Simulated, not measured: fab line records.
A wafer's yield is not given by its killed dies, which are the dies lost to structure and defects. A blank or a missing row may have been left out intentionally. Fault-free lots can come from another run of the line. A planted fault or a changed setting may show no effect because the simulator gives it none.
Chamber matching | flow n5 finfet | N5_BEOL_M10_ILD_DEP_00 on pecvd-03: 3 sister chambers
The step deposits SiCOH lowk from DEMS/porogen, target thk 308.51 nm, time 58 s. 3 wafers are shown with their chamber, then 9 later ones without.

EACH WAFER AND ITS CHAMBER
wafer  | chamber | showerhead plenum p Torr (Torr)
L091.6 | 2       | 5.736
L093.4 | 1       | 5.742
L093.6 | 0       | 5.765

WAFERS WITHOUT THEIR CHAMBER
wafer  | showerhead plenum p Torr (Torr)
L095.2 | 5.731
L095.3 | 5.723
L095.6 | 5.719
L097.3 | 5.721
L097.4 | 5.733
L097.6 | 5.768
L096.1 | 5.744
L096.3 | 5.733
L096.5 | 5.736

CHAMBER TAKEN BY EACH
wafer  | from the rows above     | in truth
L095.2 | can't be placed: 2 or 1 | 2
L095.3 | can't be placed: 2 or 1 | 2
L095.6 | can't be placed: 2 or 1 | 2
L097.3 | can't be placed: 2 or 1 | 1
L097.4 | can't be placed: 2 or 1 | 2
L097.6 | 0                       | 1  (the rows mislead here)
L096.1 | can't be placed: 1 or 2 | 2
L096.3 | can't be placed: 2 or 1 | 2
L096.5 | can't be placed: 2 or 1 | 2
Correctly placed: 0 of 9. These rows do not allow placing 8 (true chamber among the candidates in 8). Wrongly placed: 1.
How it was worked out, from the rows above alone: a wafer's distance from a chamber is the root of the sum, over the readings, of the square of ((its reading less the chamber's mean) divided by the reading's scatter). The wafer belongs to the nearest chamber; if the next one is less than 2 further off, it can't be placed. A chamber's mean is the mean of its shown wafers. The scatter: with one shown wafer a chamber, the root of the mean of the squares of how far each hidden wafer lies from its nearest shown one.
